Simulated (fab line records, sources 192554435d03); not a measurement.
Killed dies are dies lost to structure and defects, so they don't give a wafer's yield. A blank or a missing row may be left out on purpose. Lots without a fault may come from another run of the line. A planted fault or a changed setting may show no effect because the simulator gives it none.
Chamber matching | flow n5_finfet | N5_BEOL_M2_ETCH_69 on rie_diel-05: 4 sister chambers
The step etches SiARC in CF4, target depth 15.6 nm, time 26 s. 16 wafers are shown with their chamber, then 8 later ones without.

WAFERS WITH THEIR CHAMBER
wafer  | chamber | showerhead_plenum_p_Torr (Torr) | throttle_valve_pct (%) | oes_product_au (a.u.)
L076.1 | 0       | 2.27                            | 15.28                  | 0.75
L076.3 | 3       | 2.09                            | 15.43                  | 0.74
L076.5 | 1       | 2.22                            | 15.70                  | 0.60
L078.1 | 3       | 2.09                            | 15.45                  | 0.74
L078.2 | 0       | 2.27                            | 15.27                  | 0.75
L078.3 | 1       | 2.21                            | 15.71                  | 0.61
L078.4 | 2       | 2.17                            | 15.45                  | 0.74
L078.5 | 3       | 2.09                            | 15.43                  | 0.73
L078.6 | 2       | 2.17                            | 15.45                  | 0.74
L081.1 | 1       | 2.21                            | 15.69                  | 0.60
L081.2 | 2       | 2.17                            | 15.48                  | 0.73
L081.3 | 0       | 2.27                            | 15.29                  | 0.74
L081.4 | 3       | 2.09                            | 15.45                  | 0.72
L081.5 | 0       | 2.27                            | 15.28                  | 0.74
L081.6 | 3       | 2.09                            | 15.44                  | 0.72
L083.3 | 2       | 2.17                            | 15.47                  | 0.72

SIGNATURES (means of the wafers above)
reading                  | chamber 0 | chamber 1 | chamber 2 | chamber 3 | scatter within a chamber
showerhead_plenum_p_Torr | 2.2700    | 2.2133    | 2.1700    | 2.0900    | 0.00236
throttle_valve_pct       | 15.2800   | 15.7000   | 15.4625   | 15.4400   | 0.0111
oes_product_au           | 0.7450    | 0.6033    | 0.7325    | 0.7300    | 0.00837
Rule: a wafer's distance from a chamber is the root of the sum, over the readings, of the square of ((its reading less the chamber's mean) divided by the reading's scatter). The wafer belongs to the nearest chamber; if the next one is less than 2 further off, it can't be placed. The scatter: the root of (the sum of the squares of (reading less its chamber's mean) over the shown wafers, divided by (wafers less chambers)).

WAFERS WITHOUT THEIR CHAMBER
wafer  | showerhead_plenum_p_Torr (Torr) | throttle_valve_pct (%) | oes_product_au (a.u.)
L083.4 | 2.09                            | 15.47                  | 0.71
L083.5 | 2.21                            | 15.74                  | 0.60
L095.1 | 2.16                            | 15.54                  | 0.70
L095.4 | 2.08                            | 15.54                  | 0.69
L095.5 | 2.16                            | 15.53                  | 0.70
L097.2 | 2.16                            | 15.54                  | 0.69
L097.3 | 2.08                            | 15.54                  | 0.69
L097.6 | 2.26                            | 15.32                  | 0.72

WHICH CHAMBER EACH WENT THROUGH
wafer  | from the rows above | in truth
L083.4 | 3                   | 3
L083.5 | 1                   | 1
L095.1 | 2                   | 2
L095.4 | 3                   | 3
L095.5 | 2                   | 2
L097.2 | 2                   | 2
L097.3 | 3                   | 3
L097.6 | 0                   | 0
Placed correctly: 8 of 8. Can't be placed from these rows: 0. Placed wrongly: 0.
